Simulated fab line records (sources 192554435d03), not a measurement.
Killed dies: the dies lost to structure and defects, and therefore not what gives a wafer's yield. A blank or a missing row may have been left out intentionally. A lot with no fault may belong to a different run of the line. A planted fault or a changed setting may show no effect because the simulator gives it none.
Split-lot study -- flow n5Finfet -- route with 1938 steps; 7 lots, 39 wafers read

== ABOUT THE SPLIT ==
At N5_SPACER0_ALD_07 (deposits SiNx, target thk 2 nm), the setting targetThkA was moved away from the recipe's 20 angstrom on 18 of the 39 wafers read, by -15.6% to +15.9%. For the rest of the wafers, this setting stayed at what the recipe calls for.

Reading taken at the split's own step.

== THE READING ==
SiNx_of_SPACER0_ALD_07.thkNm (the simulator's own value, which no gauge read), in nm, at N5_SPACER0_ALD_07 (deposits SiNx, target thk 2 nm). The file gives no usual value for it.

wafer,"tool, chamber at the split","targetThkA as run, angstrom",against the recipe,"SiNx_of_SPACER0_ALD_07.thkNm, nm",against lot-mates on the recipe
L074.1,"aldSin-01, 3,1,0",20,recipe,2,-
L074.2,"aldSin-01, 3,1,0",20,recipe,2,-
L074.5,"aldSin-01, 3,1,0",20,recipe,2,-
L074.3,"aldSin-01, 2,0,3",21.56,+7.8%,2.2,+0.2
L074.4,"aldSin-01, 2,0,3",21.56,+7.8%,2.2,+0.2
L074.6,"aldSin-01, 2,0,3",21.56,+7.8%,2.2,+0.2
L083.1,"aldSin-01, 3,2,2",17.84,-10.8%,1.8,-0.2
L083.4,"aldSin-01, 3,2,2",17.84,-10.8%,1.8,-0.2
L083.5,"aldSin-01, 3,2,2",17.84,-10.8%,1.8,-0.2
L083.2,"aldSin-01, 0,1,1",20,recipe,2,-
L083.3,"aldSin-01, 0,1,1",20,recipe,2,-
L083.6,"aldSin-01, 0,1,1",20,recipe,2,-
L087.1,"aldSin-04, 3,1,3",20,recipe,2,-
L087.4,"aldSin-04, 3,1,3",20,recipe,2,-
L087.6,"aldSin-04, 3,1,3",20,recipe,2,-
L087.2,"aldSin-04, 0",16.88,-15.6%,1.8,-0.2
L087.5,"aldSin-04, 0",16.88,-15.6%,1.8,-0.2
L087.3,"aldSin-04, 2",16.88,-15.6%,1.6,-0.4
L092.1,"aldSin-01, 0,3,2",20,recipe,2,-
L092.3,"aldSin-01, 0,3,2",20,recipe,2,-
L092.5,"aldSin-01, 0,3,2",20,recipe,2,-
L092.2,"aldSin-01, 1,2,1",21.14,+5.7%,2.2,+0.2
L092.4,"aldSin-01, 1,2,1",21.14,+5.7%,2.2,+0.2
L092.6,"aldSin-01, 1,2,1",21.14,+5.7%,2.2,+0.2
L093.1,"aldSin-04, 1,2,3",17.48,-12.6%,1.8,-0.2
L093.5,"aldSin-04, 1,2,3",17.48,-12.6%,1.8,-0.2
L093.6,"aldSin-04, 1,2,3",17.48,-12.6%,1.8,-0.2
L093.2,"aldSin-04, 0,3,2",20,recipe,2,-
L093.3,"aldSin-04, 0,3,2",20,recipe,2,-
L093.4,"aldSin-04, 0,3,2",20,recipe,2,-
L094.1,"aldSin-04, 2,0,2",20,recipe,2,-
L094.2,"aldSin-04, 2,0,2",20,recipe,2,-
L094.6,"aldSin-04, 2,0,2",20,recipe,2,-
L094.3,"aldSin-04, 1,3,3",23.18,+15.9%,2.4,+0.4
L094.4,"aldSin-04, 1,3,3",23.18,+15.9%,2.4,+0.4
L094.5,"aldSin-04, 1,3,3",23.18,+15.9%,2.4,+0.4
L097.2,"aldSin-01, 3,0,1",20,recipe,2,-
L097.3,"aldSin-01, 3,0,1",20,recipe,2,-
L097.6,"aldSin-01, 3,0,1",20,recipe,2,-
The file does not say which wafer passed through which chamber wherever a row lists several chambers: such a row stands for several wafers.

THE FIT
A straight line over all 39 wafers: SiNx_of_SPACER0_ALD_07.thkNm changes by +0.021 nm for each +1% of targetThkA; r = +0.97; the points scatter about the line by 0.041 nm.
The same after taking each lot's own level away (the mean of its wafers on the recipe; 39 wafers): +0.021 nm for each +1%; r = +0.97; scatter 0.041 nm.
On that fit, the largest move of targetThkA shifts the reading by 0.33 nm.
The lots' own levels span 2.00 to 2.00 nm.
So the lot-to-lot level changes the slope little: the two slopes agree.
Check: with one of the wafers moved furthest among these (+15.9%) left out of the fit, the line predicts +0.353 nm for it against its lot-mates. Against them it came out at +0.4 nm.

== OTHER SPLITS APPLIED TO THESE WAFERS ==
Other splits were also applied to these wafers ahead of the reading. Each is held against what the fit with the lots' levels taken away leaves over:
other split on the same wafers,wafers away from the commonest value,r with SiNx_of_SPACER0_ALD_07.thkNm (lot level and that fit taken away)
N5_WELL_APT_EXPOSE_22 doseMj,12,+0.05
N5_FIN_SAQP_HM_DEP_72 targetThkA,18,+0.04
N5_DUMMY_GATE_ETCH_44 targetDepthA,18,+0.01

== THE FILE'S OWN FIT ==
SiNx_of_SPACER0_ALD_07.thkNm changes by +0.0207 nm for each +1% of targetThkA, r = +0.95.
